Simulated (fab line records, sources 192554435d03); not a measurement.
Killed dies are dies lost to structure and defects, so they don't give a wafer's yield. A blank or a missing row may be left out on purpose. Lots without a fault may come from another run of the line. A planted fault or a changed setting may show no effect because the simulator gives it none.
Chamber matching | flow n5_finfet | N5_BEOL_M11_ALD_74 on ald_metal-01: 4 sister chambers
The step deposits TaN, target thk 2 nm, pulse time 2 s, purge time 3 s. 7 wafers are shown with their chamber, then 7 later ones without.

WAFERS WITH THEIR CHAMBER
wafer  | chamber | heater_power_w (W) | mfc_carrier_sccm (sccm)
L077.5 | 3       | 469                | 1504
L078.6 | 2       | 369                | 1500
L080.1 | 1       | 443                | 1501
L080.2 | 0       | 414                | 1507
L080.6 | 2       | 380                | 1500
L081.2 | 3       | 464                | 1500
L081.3 | 1       | 436                | 1496

WAFERS WITHOUT THEIR CHAMBER
wafer  | heater_power_w (W) | mfc_carrier_sccm (sccm)
L081.4 | 375                | 1499
L088.1 | 440                | 1490
L088.2 | 370                | 1505
L088.4 | 421                | 1500
L092.3 | 375                | 1503
L092.5 | 473                | 1503
L092.6 | 421                | 1500

WHICH CHAMBER EACH WENT THROUGH
wafer  | from the rows above     | in truth
L081.4 | 2                       | 2
L088.1 | 1                       | 1
L088.2 | 2                       | 2
L088.4 | can't be placed: 0 or 1 | 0
L092.3 | 2                       | 2
L092.5 | 3                       | 3
L092.6 | can't be placed: 0 or 1 | 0
Placed correctly: 5 of 7. Can't be placed from these rows: 2 (the true chamber is among the candidates in 2). Placed wrongly: 0.
How it was worked out, from the rows above alone: a wafer's distance from a chamber is the root of the sum, over the readings, of the square of ((its reading less the chamber's mean) divided by the reading's scatter). The wafer belongs to the nearest chamber; if the next one is less than 2 further off, it can't be placed. A chamber's mean is the mean of its shown wafers. The scatter: the root of (the sum of the squares of (reading less its chamber's mean) over the shown wafers, divided by (wafers less chambers)).
